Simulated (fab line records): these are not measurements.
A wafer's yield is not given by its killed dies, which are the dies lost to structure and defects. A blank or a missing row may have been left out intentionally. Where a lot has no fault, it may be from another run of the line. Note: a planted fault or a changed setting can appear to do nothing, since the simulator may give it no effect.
Comparing a struck lot with a sound one -- flow nand harc -- 13 steps out of a route of 1302
Sound: the wafers L489.2, L489.3, L489.4. Struck: wafers L488.2, L488.4, L488.5. The cause is named last.
Order at every step that has rows: each side's tool, ch and its chambers, its first start. Under that, the readings that differ: sound wafers -- struck wafers -- difference of the means -- sigmas: that difference in standard deviations of wafers without a fault.
alike: words and numbers the same on both sides, and readings whose means are apart by under 2 such deviations; not compared: readings that were withheld, readings missing a value for some wafer, numbers with overlapping values and no deviation given by the record, and bounds like >300 which may hide the same value.
The two part at a step that has a row with sigmas, a row that says differs or no value, or rows on one side only. Numbers that don't overlap but have no deviation are shown without sigmas and don't part them. Lack of a reading on every wafer of one side parts them only where that side has two or more wafers.

NHARC_A_STAIRCASE_ETCH_236: etches the open film in C4F8/O2, target depth 100 nm, time 40.5 s.
  sound: rie diel-05 ch 0,1,3; struck: rie diel-04 ch 0,1,2
  alike: oes product au, rf fwd power W, rf vpp V
  not compared: rf hours counter h
NHARC_A_STAIRCASE_STRIP_238: strips in O2.
  sound on plasma asher-02 ch 0,1, day 22 20:07; struck on plasma asher-02 ch 0,1, day 22 21:04
  alike: drypump motor current A, heater power w
  not compared: rf hours counter h
then, 9 steps without rows for these wafers: NHARC_A_STAIRCASE_STRIP_239 (strips in SPM, time 900 s); NHARC_A_STAIRCASE_PRECLEAN_240 (cleans in SC1); NHARC_A_STAIRCASE_SRD_241; NHARC_A_STAIRCASE_DEHYDRATE_242 (time 120 s); NHARC_A_STAIRCASE_HMDS_243 (time 30 s); NHARC_A_STAIRCASE_COAT_244; NHARC_A_STAIRCASE_SOFTBAKE_245 (time 170 s); NHARC_A_STAIRCASE_EBR_246; NHARC_A_STAIRCASE_EXPOSE_247 (exposes mask SDS 1).
NHARC_A_STAIRCASE_PEB_248: peb time 130 s.
  struck on litho track-05, day 22 22:07; sound on litho track-02 ch 0, day 22 21:19
  no value came back on the struck wafers for chill plate temp C (C), exhaust pa (Pa), plate temp C (C); on the sound wafers chill plate temp C (C) reads 22.96 22.88 22.87
then, 1 step without rows for these wafers: NHARC_A_STAIRCASE_DEVELOP_249 (time 140 s).

== WHERE THEY PART ==
Within this record, at NHARC_A_STAIRCASE_PEB_248 only.

WHY: whatever the simulator had introduced
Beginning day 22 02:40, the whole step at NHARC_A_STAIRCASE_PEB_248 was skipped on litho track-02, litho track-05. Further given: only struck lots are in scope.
